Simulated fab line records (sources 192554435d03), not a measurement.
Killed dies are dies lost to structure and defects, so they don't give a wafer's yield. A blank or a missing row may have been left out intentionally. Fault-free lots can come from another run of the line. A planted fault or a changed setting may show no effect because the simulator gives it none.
One fault seen from 3 desks	flow n5 finfet	numbers are kept per desk, each desk with only its own; the story behind them comes last

DESK OF THE TOOL OWNER: rie diel-01
The tool's own readings at N5_BEOL_M1_STRIP_19 (strips in O2): means of the sampled wafers that have a number, for each lot that ran on this tool. Any lot whose mean is over 4 standard deviations away from the usual mean is out of limits and marked OUT; that distance is given in the brackets.
Columns: A = drypump motor current A at N5_BEOL_M1_STRIP_19, usual 5.6 A; B = oes product au at N5_BEOL_M1_STRIP_19, usual 0.80 a.u.; C = rf vpp V at N5_BEOL_M1_STRIP_19, usual 3.7 V; D = showerhead plenum p Torr at N5_BEOL_M1_STRIP_19, usual 2.10 Torr; E = throttle valve pct at N5_BEOL_M1_STRIP_19, usual 16.66 %
lot	first seen here	A	B	C	D	E
L275	day 6 09:11	6.1	0.78	3.8	2.06	16.72
L279	day 7 08:07	6.0	0.79	3.5	2.13	16.69
L283	day 8 08:36	6.0	0.79	4.1	2.10	16.67
L289	day 9 22:51	6.0	0.77	3.5	2.12	16.73
L292	day 10 17:06	5.8	0.72	3.9	2.07	16.87
Finding of this desk: none of the 5 lots has anything out of limits.

FROM THE METROLOGY DESK
What the gauges read, lot by lot, whatever tool the lot ran on: means of the sampled wafers that have a number. Any lot whose mean is over 4 standard deviations away from the usual mean is out of limits and marked OUT; that distance is given in the brackets. Shown here are 7 of its 10 readings, the ones lying furthest out on some lot.
Columns: A = DIBL_P at N5_BEOL_M4_RC_MEAS_101, usual 36.7 mV/V; B = IOFF_N at N5_BEOL_M4_RC_MEAS_101, usual 0.16 nA/um; C = IOFF_P at N5_BEOL_M4_RC_MEAS_101, usual 0.22 nA/um; D = ION_N at N5_BEOL_M4_RC_MEAS_101, usual 672 uA/um; E = SS_P at N5_BEOL_M4_RC_MEAS_101, usual 73.5 mV/dec; F = VT_N at N5_BEOL_M4_RC_MEAS_101, usual 250 mV; G = VT_P at N5_BEOL_M4_RC_MEAS_101, usual -250 mV
lot	first seen here	A	B	C	D	E	F	G
L275	day 9 10:38	36.7	0.18	0.22	676	73.3	249	-250
L279	day 10 06:55	36.5	0.14	0.21	655	73.2	253	-250
L283	day 11 09:17	37.4	0.16	0.22	673	73.7	250	-250
L287	day 12 08:23	34.2	0.13	0.17	657	73.0	253	-252
L289	day 12 19:28	34.9	0.17	0.22	670	73.8	248	-251
L293	day 13 09:16	38.1	0.19	0.25	677	73.6	249	-248
L292	day 13 13:35	37.6	0.19	0.21	684	74.2	246	-252
L294	day 14 07:06	38.7	0.17	0.24	666	74.4	253	-248
L296	day 14 07:49	37.6	0.20	0.27	685	73.7	247	-244
Finding of this desk: none of the 9 lots has anything out of limits.

THE DEFECT DESK
Counts from the inspections along the route, per lot, as means over the sampled wafers that have a number. Any lot whose mean is over 4 standard deviations away from the usual mean is out of limits and marked OUT; that distance is given in the brackets.
Columns: A = raw defect count at N5_BEOL_M1_INSPECT_13, usual 421; B = raw defect count at N5_BEOL_M1_INSPECT_30, usual 424
lot	first seen here	A	B
L275	day 6 08:46	378	395
L279	day 7 07:40	428	434
L283	day 8 08:12	398	381
L287	day 9 13:50	389	385
L289	day 9 22:28	560	1151 (+8.2) OUT
L292	day 10 16:41	440	1015 (+6.6) OUT
L293	day 10 20:25	475	469
L294	day 11 04:22	355	352
L296	day 11 12:43	341	343
This desk finds L289, L292 out of limits, L289 being first, at day 9 23:27 (raw defect count at N5_BEOL_M1_INSPECT_30). In limits: L275, L279, L283, L287, L293, L294, L296.

BROUGHT TOGETHER
The defect desk could have raised an alarm at day 9 23:27, on L289, L292.
The desk of the tool owner found nothing out of limits.
Metrology desk: nothing out of limits seen.
The tool owner's desk has L289, L292 on record, within its limits.
The metrology desk has L289, L292 on record, within its limits.
All the named lots went through N5_BEOL_M1_STRIP_19 on rie diel-01.

WHAT THE SIMULATOR HAD PUT IN
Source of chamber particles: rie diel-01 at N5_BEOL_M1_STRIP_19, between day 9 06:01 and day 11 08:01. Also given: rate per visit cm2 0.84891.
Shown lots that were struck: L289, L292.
Hours from the fault's start to each desk's first reading out of limits: the defect desk, 17.
